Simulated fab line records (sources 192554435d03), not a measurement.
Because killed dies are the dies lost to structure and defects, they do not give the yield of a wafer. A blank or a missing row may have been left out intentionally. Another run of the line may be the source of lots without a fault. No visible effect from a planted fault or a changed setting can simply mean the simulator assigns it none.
Split-lot experiment ; flow n5Finfet ; 21 wafers read across 7 lots, on a route 1938 steps long

== THE SPLIT ITSELF ==
At N5_BEOL_M13_COAT_65 (time 60 s, resist thk 350 nm), the setting spinRpm was moved away from the recipe's 1500 rpm on 7 of the 21 wafers read, by -11.2% to +7.1%. All remaining wafers had this setting at the recipe value.

The reading is taken at the split's own step.

== THE READING ==
SOC_of_BEOL_M13_COAT_65.thkNm (the simulator's own value, which no gauge read), in nm, at N5_BEOL_M13_COAT_65 (time 60 s, resist thk 350 nm). The file does not state a usual value for it. Across the 14 wafers here that went through the recipe, the average is 349.8 nm and the standard deviation 0.85 nm.

wafer;tool, chamber at the split;spinRpm as run, rpm;against the recipe;SOC_of_BEOL_M13_COAT_65.thkNm, nm;against lot-mates on the recipe
L076.1;lithoTrack-05, 0;1500;recipe;349.6;-
L076.3;lithoTrack-05, 0;1607;+7.1%;336.8;-12.4
L076.5;lithoTrack-05, 0;1500;recipe;348.8;-
L081.3;lithoTrack-01, 0;1332;-11.2%;370.2;+21.6
L081.4;lithoTrack-01, 0;1500;recipe;348.6;-
L081.6;lithoTrack-01, 0;1332;-11.2%;370.8;+22.2
L080.1;lithoTrack-05, 0;1500;recipe;349.8;-
L080.3;lithoTrack-05, 0;1500;recipe;351;-
L080.6;lithoTrack-05, 0;1570;+4.7%;342.6;-7.8
L083.2;lithoTrack-04, 0;1500;recipe;349;-
L083.4;lithoTrack-04, 0;1500;recipe;349.8;-
L083.5;lithoTrack-04, 0;1500;recipe;348.6;-
L095.1;lithoTrack-05, 0;1500;recipe;350;-
L095.3;lithoTrack-05, 0;1500;recipe;350.6;-
L095.4;lithoTrack-05, 0;1500;recipe;349.6;-
L096.2;lithoTrack-01, 0;1349;-10.1%;369;+18.1
L096.4;lithoTrack-01, 0;1500;recipe;351.6;-
L096.6;lithoTrack-01, 0;1500;recipe;350.2;-
L097.1;lithoTrack-01, 0;1443;-3.8%;356;+6.0
L097.3;lithoTrack-01, 0;1500;recipe;350;-
L097.6;lithoTrack-01, 0;1443;-3.8%;356.2;+6.2

FIT RESULTS
A straight line over all 21 wafers: SOC_of_BEOL_M13_COAT_65.thkNm changes by -1.83 nm for each +1% of spinRpm; r = -1.00; the points scatter about the line by 0.85 nm.
The same after taking each lot's own level away (the mean of its wafers on the recipe; 21 wafers): -1.86 nm for each +1%; r = -1.00; scatter 0.71 nm.
According to that fit, moving spinRpm by its largest amount changes the reading by 21 nm.
Measured against the standard deviation above, the lots' own levels, which go from 348.60 to 350.90 nm, span 2.7 times it.
So the lot-to-lot level changes the slope little: the two slopes agree.
Check: for one of the wafers moved furthest among these (-11.2%), held out of the fit, the line's prediction against its lot-mates is +20.6 nm. Against them it came out at +21.6 nm.

== OTHER SPLITS APPLIED TO THESE WAFERS ==
Before the reading, these wafers also passed through other splits. Each is held against what the fit with the lots' levels taken away leaves over:
other split on the same wafers;wafers away from the commonest value;r with SOC_of_BEOL_M13_COAT_65.thkNm (lot level and that fit taken away)
N5_BEOL_M8_PECVD_70 timeS;5;+0.02
N5_BEOL_M9_ILD_DEP_00 timeS;8;+0.16
N5_BEOL_M9_ETCH_62 timeS;10;-0.05
N5_BEOL_M10_EXPOSE_25 doseMj;8;-0.13
N5_BEOL_M10_VIA_ETCH_34 timeS;6;+0.50
N5_BEOL_M11_DEP_56 timeS;3;+0.30
N5_BEOL_M12_COAT_04 spinRpm;4;-0.32

== THE FILE'S OWN FIT ==
SOC_of_BEOL_M13_COAT_65.thkNm changes by -1.83 nm for each +1% of spinRpm, r = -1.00.
